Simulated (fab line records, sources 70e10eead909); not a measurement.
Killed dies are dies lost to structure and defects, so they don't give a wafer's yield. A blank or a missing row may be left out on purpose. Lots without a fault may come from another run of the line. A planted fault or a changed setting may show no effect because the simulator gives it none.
fab line records | flow nand_harc
record lots=5 wafers=15 last_day=33
route steps=1302 shown A_DECK1_JOINT@539 A_ONON_D2@545 A_CHANNEL_HOLE_D2@570 END@1302
lots that met no fault: from a run of the same line without faults
start_h: hours from the record's first day to the start of the lot's first wafer shown | wait_h: hours since the lot's step before | " the same as in the row above | L1.1+2: a row that stands for several wafers | - no value, or no start given | * or withheld: withheld | < > ~ a bound
route shown NAME@n: a module of which the file shows steps, and the number in the route of the first | usual: mean/standard deviation of fault-free wafers | same: alike in all rows | chamber/n: place in a boat | sites: the reading at each site | _std_site: their standard deviation | _edge_site: outer sites' mean less inner sites' | radius_mm: how far each site lies from the wafer's centre | mask NAME#n: copy n | behind: the tool/chamber that last shaped the wafer | hold: why the lot was held/for how many hours/how that ended | device: the transistor (n, p or np) that didn't switch | end of line: the same wafers' tests at the end of the route | a step without rows: its recipe alone | killed: dies lost to structure and defects at the first sort, not the wafer's yield | map: a wafer's dies, x killed, . not, _ none there
set.NAME: the setting as run; set.NAME@STEP: as run at that earlier step | model.NAME: the simulator's own value behind a step, which no gauge read
lots at some steps of the route; a table a step, a row a wafer
services: from which hour (start_h, from the record's first day; less than 0 if before it) a tool's chamber was out of use, for how many hours, and why
## steps
# step NHARC_A_DECK1_JOINT_CMP_02
# recipe material=SiOx
# usual motor_current_A=12.4/1.3 slurry_flow_ml_min=150.0/0.49
# columns lot.wafer tool chamber start_h wait_h motor_current_A slurry_flow_ml_min
L348.4 cmp-02 2 314.43 0.5 11.6 149.3
L348.5 " 1 " " 13.7 151.0
L348.6 " 2 " " 10.6 150.0
L352.1 cmp-03 0 372.36 0.4 12.7 149.1
L352.3 " 1 " " 13.7 150.2
L352.6 " 3 " " 11.1 150.5
L358.4 cmp-02 0 430.57 0.4 10.9 148.9
L358.2 " 2 " " 10.7 149.2
L358.5 " 3 " " 12.2 149.4
L362.4 cmp-03 3 465.10 0.4 11.1 150.0
L362.1 " 0 " " 13.4 149.4
L362.5 " 1 " " 15.0 149.8
L366.4 cmp-04 0 504.45 0.4 10.6 150.2
L366.3 " 1 " " 12.8 149.5
L366.6 " 3 " " 13.8 150.0
# step NHARC_A_DECK1_JOINT_SRD_15
# step NHARC_A_DECK1_JOINT_DEP_16
# recipe target_thk_a=450 temp_c=400 pressure_torr=6.5 rf_w=900 teos_flow_sccm=161.4 flow_sccm=2650 target_thk_nm=45 gas=O2 material=SiO2
# usual chamber_pressure_Torr=6.499/0.014 heater_power_w=547/100 showerhead_vpp_V=1831/76 throttle_valve_pct=16.1/0.51
# columns lot.wafer tool chamber start_h wait_h chamber_pressure_Torr heater_power_w showerhead_vpp_V throttle_valve_pct
L348.6 pecvd-04 0 314.96 0.3 6.471 584 1805 16.4
L348.4 " 1 " " 6.501 654 1896 15.5
L348.5 " 2 " " 6.497 496 1872 16.6
L352.3 pecvd-04 1 372.75 0.1 6.501 562 1902 15.9
L352.1 " 2 " " 6.489 455 1870 16.6
L352.6 " 2 " " 6.513 444 1846 16.5
L358.2 pecvd-03 0 430.99 0.1 6.488 336 1801 15.4
L358.5 " 2 " " 6.511 587 1748 16.5
L358.4 " 0 " " 6.502 341 1803 15.1
L362.1 pecvd-04 1 465.50 0.1 6.511 584 1870 15.5
L362.4 " 2 " " 6.536 461 1853 16.3
L362.5 " 0 " " 6.514 591 1833 16.7
L366.3 pecvd-03 2 504.84 0.1 6.498 468 1748 16.6
L366.6 " 1 " " 6.499 608 1894 15.6
L366.4 " 0 " " 6.510 441 1805 15.5
# step NHARC_A_DECK1_JOINT_THK_MEAS_17
# recipe thk_meas_gauge=ellipsometry
# usual thk_nm=44.8/1.1
# columns lot.wafer tool chamber start_h wait_h thk_nm
L348.4 film_metro-02 - 315.16 0.1 45.5
L348.5 " - " " 44.5
L348.6 " - " " 44.2
L352.1 film_metro-01 - 373.00 0.2 46.4
L352.3 " - " " 45.1
L352.6 " - " " 44.1
L358.2 film_metro-01 - 431.22 0.2 45.3
L358.4 " - " " 44.7
L358.5 " - " " 44.1
L362.1 film_metro-01 - 465.72 0.2 44.2
L362.4 " - " " 46.4
L362.5 " - " " 44.3
L366.3 film_metro-01 - 505.09 0.2 43.8
L366.4 " - " " 45.0
L366.6 " - " " 46.6
# step NHARC_A_DECK1_JOINT_INSPECT_05
# usual raw_defect_count=321/130
# columns lot.wafer tool chamber start_h wait_h raw_defect_count
L348.4 defect_inspect-02 - 315.20 0.0 194
L348.5 " - " " 177
L348.6 " - " " 224
L352.1 defect_inspect-01 - 373.04 0.0 171
L352.3 " - " " 273
L352.6 " - " " 214
L358.2 defect_inspect-02 - 431.25 0.0 226
L358.4 " - " " 342
L358.5 " - " " 194
L362.1 defect_inspect-01 - 465.75 0.0 186
L362.4 " - " " 278
L362.5 " - " " 266
L366.3 defect_inspect-02 - 505.13 0.0 192
L366.4 " - " " 235
L366.6 " - " " 233
# step NHARC_A_ONON_D2_DEP_00
# recipe target_thk_a=10000 n2_flow_sccm=2750 n2o_flow_sccm=2000 nh3_flow_sccm=500 sih4_flow_sccm=210 temp_c=400
# step NHARC_A_ONON_D2_THK_MEAS_02
# recipe thk_meas_gauge=ellipsometry
# usual thk_nm=1000/8.2
# columns lot.wafer tool chamber start_h wait_h thk_nm
L348.4 film_metro-01 - 315.95 - 989
L348.5 " - " " 989
L348.6 " - " " 989
L352.1 film_metro-01 - 373.61 - 995
L352.3 " - " " 994
L352.6 " - " " 993
L358.2 film_metro-01 - 431.83 - 1001
L358.4 " - " " 1001
L358.5 " - " " 1000
L362.1 film_metro-02 - 466.48 - 1006
L362.4 " - " " 1004
L362.5 " - " " 1004
L366.3 film_metro-02 - 505.70 - 998
L366.4 " - " " 997
L366.6 " - " " 1000
# step NHARC_A_ONON_D2_DEP_03
# recipe target_thk_a=10000 n2_flow_sccm=2750 n2o_flow_sccm=2000 nh3_flow_sccm=500 sih4_flow_sccm=210 temp_c=400
# step NHARC_A_ONON_D2_THK_MEAS_05
# recipe thk_meas_gauge=ellipsometry
# usual thk_nm=1000/7.3
# columns lot.wafer tool chamber start_h wait_h thk_nm
L348.4 film_metro-01 - 316.51 - 1003
L348.5 " - " " 1005
L348.6 " - " " 1004
L352.1 film_metro-01 - 374.18 - 990
L352.3 " - " " 991
L352.6 " - " " 991
L358.2 film_metro-02 - 432.40 - 999
L358.4 " - " " 1000
L358.5 " - " " 1001
L362.1 film_metro-02 - 467.04 - 995
L362.4 " - " " 996
L362.5 " - " " 995
L366.3 film_metro-02 - 506.27 - 998
L366.4 " - " " 998
L366.6 " - " " 1000
# step NHARC_A_ONON_D2_DEP_06
# recipe target_thk_a=10000 n2_flow_sccm=2750 n2o_flow_sccm=2000 nh3_flow_sccm=500 sih4_flow_sccm=210 temp_c=400
# step NHARC_A_ONON_D2_THK_MEAS_08
# recipe thk_meas_gauge=ellipsometry
# usual thk_nm=998/6.8
# columns lot.wafer tool chamber start_h wait_h thk_nm
L348.4 film_metro-01 - 317.07 - 1007
L348.5 " - " " 1005
L348.6 " - " " 1006
L352.1 film_metro-01 - 374.75 - 1003
L352.3 " - " " 1004
L352.6 " - " " 1004
L358.2 film_metro-02 - 432.96 - 1001
L358.4 " - " " 1000
L358.5 " - " " 1001
L362.1 film_metro-02 - 467.61 - 991
L362.4 " - " " 991
L362.5 " - " " 990
L366.3 film_metro-02 - 506.84 - 1009
L366.4 " - " " 1008
L366.6 " - " " 1008
# step NHARC_A_ONON_D2_DEP_09
# recipe target_thk_a=10000 n2_flow_sccm=2750 n2o_flow_sccm=2000 nh3_flow_sccm=500 sih4_flow_sccm=210 temp_c=400
# usual n2_flow_sccm=2750/7.6
# columns lot.wafer tool chamber start_h wait_h n2_flow_sccm
L348.4 pecvd_onon-01 0 317.31 0.2 2754
L348.5 " 0 " " 2746
L348.6 " 0 " " 2752
L352.1 pecvd_onon-04 0 374.80 0.1 2749
L352.3 " 0 " " 2747
L352.6 " 0 " " 2757
L358.2 pecvd_onon-01 0 433.07 0.1 2744
L358.4 " 0 " " 2746
L358.5 " 0 " " 2757
L362.1 pecvd_onon-02 0 467.67 0.1 2749
L362.4 " 0 " " 2749
L362.5 " 0 " " 2750
L366.3 pecvd_onon-04 0 507.01 0.2 2761
L366.4 " 0 " " 2754
L366.6 " 0 " " 2743
# step NHARC_A_ONON_D2_THK_MEAS_11
# recipe thk_meas_gauge=ellipsometry
# usual thk_nm=999/10
# columns lot.wafer tool chamber start_h wait_h thk_nm
L348.4 film_metro-01 - 317.65 - 994
L348.5 " - " " 992
L348.6 " - " " 994
L352.1 film_metro-01 - 375.31 - 991
L352.3 " - " " 993
L352.6 " - " " 991
L358.2 film_metro-01 - 433.53 - 1007
L358.4 " - " " 1006
L358.5 " - " " 1006
L362.1 film_metro-01 - 468.18 - 996
L362.4 " - " " 998
L362.5 " - " " 997
L366.3 film_metro-02 - 507.41 - 972
L366.4 " - " " 972
L366.6 " - " " 974
# step NHARC_A_ONON_D2_DEP_12
# recipe target_thk_a=10000 n2_flow_sccm=2750 n2o_flow_sccm=2000 nh3_flow_sccm=500 sih4_flow_sccm=210 temp_c=400
# step NHARC_A_ONON_D2_THK_MEAS_14
# recipe thk_meas_gauge=ellipsometry
# usual thk_nm=998/9
# columns lot.wafer tool chamber start_h wait_h thk_nm
L348.4 film_metro-01 - 318.22 - 998
L348.5 " - " " 996
L348.6 " - " " 998
L352.1 film_metro-01 - 375.88 - 977
L352.3 " - " " 977
L352.6 " - " " 977
L358.2 film_metro-01 - 434.10 - 1012
L358.4 " - " " 1011
L358.5 " - " " 1012
L362.1 film_metro-01 - 468.74 - 994
L362.4 " - " " 993
L362.5 " - " " 994
L366.3 film_metro-02 - 507.97 - 1014
L366.4 " - " " 1015
L366.6 " - " " 1015
# step NHARC_A_ONON_D2_ANNEAL_15
# recipe temp_c=750 time_s=3600
# step NHARC_A_ONON_D2_DEP_16
# recipe target_thk_a=10000 n2_flow_sccm=2750 n2o_flow_sccm=2000 nh3_flow_sccm=500 sih4_flow_sccm=210 temp_c=400
# step NHARC_A_ONON_D2_THK_MEAS_18
# recipe thk_meas_gauge=ellipsometry
# usual thk_nm=997/9.6
# columns lot.wafer tool chamber start_h wait_h thk_nm
L348.4 film_metro-02 - 328.67 - 995
L348.5 " - " " 997
L348.6 " - " " 997
L352.1 film_metro-01 - 383.56 - 993
L352.3 " - " " 993
L352.6 " - " " 992
L358.2 film_metro-02 - 441.84 - 1003
L358.4 " - " " 1003
L358.5 " - " " 1002
L362.1 film_metro-01 - 476.43 - 1000
L362.4 " - " " 1002
L362.5 " - " " 1001
L366.3 film_metro-01 - 516.26 - 994
L366.4 " - " " 993
L366.6 " - " " 993
# step NHARC_A_ONON_D2_DEP_19
# recipe target_thk_a=10000 n2_flow_sccm=2750 n2o_flow_sccm=2000 nh3_flow_sccm=500 sih4_flow_sccm=210 temp_c=400
# step NHARC_A_ONON_D2_THK_MEAS_21
# recipe thk_meas_gauge=ellipsometry
# usual thk_nm=1002/9
# columns lot.wafer tool chamber start_h wait_h thk_nm
L348.4 film_metro-02 - 329.24 - 996
L348.5 " - " " 998
L348.6 " - " " 996
L352.1 film_metro-01 - 384.12 - 1006
L352.3 " - " " 1004
L352.6 " - " " 1005
L358.2 film_metro-02 - 442.41 - 1016
L358.4 " - " " 1014
L358.5 " - " " 1015
L362.1 film_metro-01 - 477.00 - 1007
L362.4 " - " " 1006
L362.5 " - " " 1007
L366.3 film_metro-01 - 516.82 - 1007
L366.4 " - " " 1007
L366.6 " - " " 1006
# step NHARC_A_ONON_D2_DEP_22
# recipe target_thk_a=10000 n2_flow_sccm=2750 n2o_flow_sccm=2000 nh3_flow_sccm=500 sih4_flow_sccm=210 temp_c=400
# step NHARC_A_ONON_D2_THK_MEAS_24
# recipe thk_meas_gauge=ellipsometry
# usual thk_nm=1001/9.1
# columns lot.wafer tool chamber start_h wait_h thk_nm
L348.4 film_metro-02 - 329.81 - 996
L348.5 " - " " 996
L348.6 " - " " 999
L352.1 film_metro-01 - 384.69 - 991
L352.3 " - " " 993
L352.6 " - " " 991
L358.2 film_metro-01 - 442.98 - 1010
L358.4 " - " " 1010
L358.5 " - " " 1007
L362.1 film_metro-02 - 477.57 - 1007
L362.4 " - " " 1006
L362.5 " - " " 1007
L366.3 film_metro-01 - 517.39 - 999
L366.4 " - " " 999
L366.6 " - " " 1000
# step NHARC_A_ONON_D2_DEP_25
# recipe target_thk_a=10000 n2_flow_sccm=2750 n2o_flow_sccm=2000 nh3_flow_sccm=500 sih4_flow_sccm=210 temp_c=400
# step NHARC_A_ONON_D2_THK_MEAS_27
# recipe thk_meas_gauge=ellipsometry
# usual thk_nm=996/11
# columns lot.wafer tool chamber start_h wait_h thk_nm
L348.4 film_metro-02 - 330.38 - 1018
L348.5 " - " " 1018
L348.6 " - " " 1017
L352.1 film_metro-01 - 385.25 - 999
L352.3 " - " " 1001
L352.6 " - " " 999
L358.2 film_metro-02 - 443.54 - 1011
L358.4 " - " " 1012
L358.5 " - " " 1012
L362.1 film_metro-01 - 478.14 - 1006
L362.4 " - " " 1004
L362.5 " - " " 1004
L366.3 film_metro-01 - 517.95 - 1005
L366.4 " - " " 1006
L366.6 " - " " 1005
# step NHARC_A_ONON_D2_DEP_28
# recipe target_thk_a=10000 n2_flow_sccm=2750 n2o_flow_sccm=2000 nh3_flow_sccm=500 sih4_flow_sccm=210 temp_c=400
# step NHARC_A_ONON_D2_THK_MEAS_30
# recipe thk_meas_gauge=ellipsometry
# usual thk_nm=1001/7.8
# columns lot.wafer tool chamber start_h wait_h thk_nm
L348.4 film_metro-02 - 330.95 - 989
L348.5 " - " " 992
L348.6 " - " " 991
L352.1 film_metro-01 - 385.82 - 1001
L352.3 " - " " 1000
L352.6 " - " " 1002
L358.2 film_metro-02 - 444.11 - 1004
L358.4 " - " " 1002
L358.5 " - " " 1002
L362.1 film_metro-02 - 478.71 - 1011
L362.4 " - " " 1011
L362.5 " - " " 1011
L366.3 film_metro-01 - 518.52 - 995
L366.4 " - " " 997
L366.6 " - " " 998
# step NHARC_A_ONON_D2_DEP_33
# recipe target_thk_a=2000 temp_c=400 pressure_torr=6.5 rf_w=900 teos_flow_sccm=161.4 flow_sccm=2650 target_thk_nm=200 gas=O2 material=SiO2
# usual chamber_pressure_Torr=6.501/0.015 heater_power_w=546/99 showerhead_vpp_V=1813/90 throttle_valve_pct=15.9/0.4
# columns lot.wafer tool chamber start_h wait_h chamber_pressure_Torr heater_power_w showerhead_vpp_V throttle_valve_pct
L348.4 pecvd-01 1 331.21 0.3 6.509 536 1655 16.2
L348.5 " 0 " " 6.492 676 1849 16.0
L348.6 " 1 " " 6.500 531 1670 15.8
L352.1 pecvd-03 2 385.88 0.1 6.501 552 1785 16.0
L352.3 " 0 " " 6.496 362 1779 15.3
L352.6 " 0 " " 6.519 377 1842 15.1
L358.2 pecvd-01 2 444.26 0.1 6.498 425 1726 15.3
L358.4 " 1 " " 6.510 528 1669 16.1
L358.5 " 2 " " 6.484 429 1757 15.6
L362.1 pecvd-01 1 478.77 0.1 6.482 538 1691 16.2
L362.4 " 1 " " 6.485 533 1671 15.9
L362.5 " 0 " " 6.494 691 1860 16.1
L366.3 pecvd-01 2 518.62 0.1 6.493 442 1718 15.5
L366.4 " 1 " " 6.494 542 1678 15.5
L366.6 " 0 " " 6.498 668 1860 15.8
# step NHARC_A_ONON_D2_THK_MEAS_34
# recipe thk_meas_gauge=ellipsometry
# usual thk_nm=202/3.2
# columns lot.wafer tool chamber start_h wait_h thk_nm
L348.4 film_metro-02 - 331.55 0.3 204
L348.5 " - " " 204
L348.6 " - " " 205
L352.1 film_metro-01 - 386.29 - 202
L352.3 " - " " 202
L352.6 " - " " 206
L358.2 film_metro-02 - 444.58 - 202
L358.4 " - " " 203
L358.5 " - " " 204
L362.1 film_metro-02 - 479.19 - 201
L362.4 " - " " 207
L362.5 " - " " 207
L366.3 film_metro-02 - 518.99 - 200
L366.4 " - " " 207
L366.6 " - " " 205
# step NHARC_A_CHANNEL_HOLE_D2_DEP_00
# recipe target_thk_a=31000 temp_c=400 material=aC
# usual throttle_valve_pct=35.002/0.0084
# columns lot.wafer tool chamber start_h wait_h throttle_valve_pct
L348.4 acl_dep-01 0 334.11 2.5 35.011
L348.5 " 0 " " 34.992
L348.6 " 0 " " 34.998
L352.1 acl_dep-03 0 390.24 3.9 35.003
L352.3 " 0 " " 34.998
L352.6 " 0 " " 35.012
L358.2 acl_dep-03 0 446.40 1.7 35.000
L358.4 " 0 " " 35.000
L358.5 " 0 " " 35.014
L362.1 acl_dep-03 0 479.32 0.1 34.996
L362.4 " 0 " " 34.988
L362.5 " 0 " " 35.001
L366.3 acl_dep-01 0 519.76 0.7 35.008
L366.4 " 0 " " 34.987
L366.6 " 0 " " 34.991
# step NHARC_A_CHANNEL_HOLE_D2_DEP_01
# recipe target_thk_a=1400 target_thk_nm=140 temp_c=400 pressure_torr=3.5 flow_sccm=200 rf_w=350 material=SiON
# usual chamber_pressure_Torr=3.499/0.0084 heater_power_w=767/73 showerhead_vpp_V=1139/58
# columns lot.wafer tool chamber start_h wait_h chamber_pressure_Torr heater_power_w showerhead_vpp_V
L348.5 pecvd-02 1 335.19 0.4 3.516 793 1216
L348.6 " 2 " " 3.488 731 1077
L348.4 " 0 " " 3.487 687 1156
L352.3 pecvd-02 1 392.15 1.0 3.508 843 1238
L352.1 " 0 " " 3.498 711 1149
L352.6 " 2 " " 3.489 777 1081
L358.2 pecvd-02 0 448.05 1.3 3.489 815 1137
L358.5 " 0 " " 3.512 851 1155
L358.4 " 1 " " 3.519 807 1211
L362.1 pecvd-01 1 481.26 1.6 3.503 690 1045
L362.4 " 0 " " 3.497 945 1164
L362.5 " 2 " " 3.496 730 1067
L366.3 pecvd-01 0 521.05 1.0 3.493 829 1161
L366.6 " 0 " " 3.499 832 1156
L366.4 " 2 " " 3.499 771 1076
# step NHARC_A_CHANNEL_HOLE_D2_DEHYDRATE_02
# recipe temp_c=150 time_s=120
# step NHARC_A_CHANNEL_HOLE_D2_HMDS_03
# recipe time_s=30
# step NHARC_A_CHANNEL_HOLE_D2_COAT_36
# recipe temp_c=260 time_s=75
# step NHARC_A_CHANNEL_HOLE_D2_COAT_37
# recipe temp_c=225 time_s=65
# step NHARC_A_CHANNEL_HOLE_D2_COAT_04
# recipe spin_rpm=1500 resist_thk_nm=90
# step NHARC_A_CHANNEL_HOLE_D2_SOFTBAKE_05
# recipe temp_c=105 time_s=55
# step NHARC_A_CHANNEL_HOLE_D2_EBR_06
# step NHARC_A_CHANNEL_HOLE_D2_EXPOSE_07
# recipe na=1.35 target_cd_nm=100 sigma_outer=0.3 dose_mj=59.65 mask_id=HOLE_D2
# step NHARC_A_CHANNEL_HOLE_D2_PEB_08
# recipe peb_temp_c=100 peb_time_s=65
# step NHARC_A_CHANNEL_HOLE_D2_DESCUM_15
# recipe time_s=3 o2_flow_sccm=200 ar_flow_sccm=0 bias_power_w=0 chemistry=O2
# usual drypump_motor_current_A=5.7/0.3 o2_flow_sccm=199.9/0.53 oes_product_au=0.997/0.011 rf_vpp_V=57.8/0.93 showerhead_plenum_p_Torr=1.93/0.082 throttle_valve_pct=11.312/0.0092
# columns lot.wafer tool chamber start_h wait_h hold drypump_motor_current_A o2_flow_sccm oes_product_au rf_hours_counter_h rf_vpp_V showerhead_plenum_p_Torr throttle_valve_pct
L348.4 rie_diel-11 2 335.88 0.1 - 5.9 199.0 1.005 2.0 56.3 1.85 11.318
L348.6 " 2 " " - 5.9 198.9 1.012 - 55.8 1.85 11.310
L348.5 " 3 " " - 5.6 200.1 1.007 - 58.5 1.87 11.312
L352.3 rie_diel-01 0 392.94 0.1 - 5.9 199.3 1.020 0.1 57.4 1.95 11.306
L352.1 " 2 " " - 5.3 199.5 1.002 0.1 57.3 1.84 11.308
L352.6 " 3 " " - 5.3 199.1 0.990 - 57.5 2.01 11.309
L358.2 rie_diel-10 2 449.71 0.8 await_dispo/0.7h/release 5.7 199.7 0.984 1.1 57.6 1.91 11.323
L358.4 " 0 " " await_dispo/0.7h/release 5.8 200.1 0.992 0.7 57.6 2.04 11.305
L358.5 " 1 " " await_dispo/0.7h/release 5.6 200.4 0.992 - 58.0 1.88 11.308
L362.1 rie_diel-01 2 482.01 0.1 - 5.3 199.4 1.005 5.0 56.9 1.84 11.321
L362.4 " 1 " " - 6.2 199.6 1.022 4.0 57.8 1.83 11.286
L362.5 " 2 " " - 5.2 199.0 0.992 - 55.7 1.84 11.334
L366.3 rie_diel-10 2 521.97 0.1 - 5.7 200.3 0.989 4.7 56.5 1.91 11.322
L366.4 " 3 " " - 5.4 199.9 0.997 5.0 57.8 2.05 11.319
L366.6 " 2 " " - 5.7 201.1 0.993 - 56.9 1.91 11.325
# step NHARC_END_SORT_01
# recipe temp_c=25
# usual killed_at_array=61/24 killed_at_other=1.2/1.3 killed_at_periphery=3.7/2.6 killed_dies=66/23 killed_open=3.3/1.8 killed_short=2.4/1.6
# same gross_dies=677
# columns lot.wafer tool chamber start_h wait_h killed_at_array killed_at_other killed_at_periphery killed_dies killed_open killed_short
L358.2 prober-02 0 710.39 2.8 131 0 6 137 2 4
L358.4 prober-02 0 712.00 3.4 135 0 0 135 2 2
L358.5 prober-02 0 712.80 3.7 139 0 3 142 2 1
# killed by level:class
L358.2 A_ONON_D2:unspecified=56 A_CHANNEL_HOLE_D1:chamber_film_flake=31 A_CHANNEL_HOLE_D2:chamber_film_flake=22 A_CONTACT:chamber_film_flake=12 A_ONON_D1:geometric_particle:short=2 A_CHANNEL_FILL_D2:geometric_particle:open=2 P_ZERO_WELL:chamber_film_flake=2 P_GATE:chamber_film_flake=2
L358.4 A_ONON_D2:unspecified=60 A_CHANNEL_HOLE_D1:chamber_film_flake=36 A_CHANNEL_HOLE_D2:chamber_film_flake=23 A_CONTACT:chamber_film_flake=7 A_SLIT:chamber_film_flake=3 A_STAIRCASE:chamber_film_flake=2 A_CHANNEL_FILL_D1:geometric_particle:short=1 A_ONON_D2:geometric_particle:open=1
L358.5 A_ONON_D2:unspecified=59 A_CHANNEL_HOLE_D1:chamber_film_flake=38 A_CHANNEL_HOLE_D2:chamber_film_flake=22 A_CONTACT:chamber_film_flake=10 A_SLIT:chamber_film_flake=5 P_GATE:chamber_film_flake=2 A_CHANNEL_FILL_D2:geometric_particle:short=1 A_CHANNEL_FILL_D2:geometric_particle:open=1
# map L358.5 (x killed, . not)
____________.____________
_________......._________
_______.........x._______
______.............______
_____x.............._____
____.............x...____
____..x.x............____
___.....x.x.......x...___
___.....xxx.......x...___
__....xxxx.xx.x........__
__..x...x.x...x........__
_.....xxxxx.xx.........._
_.......x.xx............_
_x.....xxxxxx..........._
_...x...x..............._
_.......xxx............._
.......x.x.xx............
..................xx.....
.................x.......
..x......xx........x.....
.......x..x..............
_..........x.x.........._
_x.xxx.....x.x..x..x...._
_xx.xxxxxx..x..........._
_xxxxxx.xxxx.x.........._
_xxxxxx....x............_
__xxxxxxx...x..x.......__
__xxxxxxxx.x.x...x.....__
___xxxxx......x.......___
___xxxxx.....x.x......___
____xxxx.............____
____xxxxx............____
_____xxx......x....._____
______x............______
_______..........._______
_________......._________
____________.____________
# map L348.4 (x killed, . not)
____________.____________
_________......._________
_______.........x._______
______.............______
_____.x............._____
____x................____
____..x..............____
___................x..___
___...................___
__.x...........x.......__
__..x.......x..........__
_...x..................._
_......................._
_............x.........._
_.....x......x.xxx......_
_..x...........x........_
.........................
.........................
.........................
...............x.........
.........................
_......................._
_......................._
_.......xx.............._
_.x......x.x...........x_
_......................._
__.....x..x..x.........__
__..x.xx...............__
___...................___
___...................___
____.x.....x.........____
____x...........xx...____
_____.x............._____
______.............______
_______..........._______
_________......._________
____________.____________
## services
# columns tool chamber start_h hours kind
acl_dep-03 - 298.49 13.0 pm
pecvd_onon-04 - 311.00 13.0 pm
pecvd-01 - 311.14 13.0 pm
pecvd-01 - 335.16 6.4 repair
cmp-02 - 341.69 4.0 pm
rie_diel-01 - 351.14 0.8 repair
cmp-03 - 358.14 4.0 pm
cmp-02 - 363.56 3.4 repair
pecvd-03 1 364.23 11.0 repair
pecvd-03 - 366.05 13.0 pm
acl_dep-01 - 367.34 13.0 pm
pecvd-04 - 373.59 0.8 repair
rie_diel-01 - 380.96 9.0 pm
cmp-02 - 390.06 0.6 repair
cmp-03 - 399.69 7.1 repair
pecvd-02 - 408.14 13.0 pm
rie_diel-10 - 419.63 9.0 pm
cmp-03 - 420.04 2.8 repair
pecvd-01 - 437.87 0.3 repair
pecvd-04 - 450.01 13.0 pm
pecvd-04 - 463.58 1.4 repair
acl_dep-03 - 481.21 13.0 pm
pecvd-03 - 486.06 0.6 repair
pecvd-01 - 492.21 13.0 pm
## key
first_sign step=NHARC_END_SORT_01 reading=killed_dies direction=up sigmas=3.1 usual=66 struck=138
effect step=NHARC_END_SORT_01 reading=killed_at_array direction=up sigmas=3.1 usual=61 struck=135
more_kills_born_at NHARC_A_ONON_D2_DEP_09@pecvd_onon-01=175
met_at NHARC_A_ONON_D2_DEP_09
struck_wafers L358.2,L358.4,L358.5
tester_left_out L358
onset_between 317.31 433.07
also_fits NHARC_A_DECK1_JOINT_CMP_02:cmp-02,NHARC_A_CHANNEL_HOLE_D2_DEP_01:pecvd-02
fault kind=chamber_particle_source tool=pecvd_onon-01 chamber=- onset_h=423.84 steps=NHARC_A_ONON_D2_DEP_09 rate_per_visit_cm2=0.54457 end_h=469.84
# tester_left_out: of these lots the tester's yield and bins aren't shown, on N5 and GAA mostly nor the transistor test; their killed dies are dies lost to structure and defects alone, not to doping, threshold or leakage, so they don't give the yield
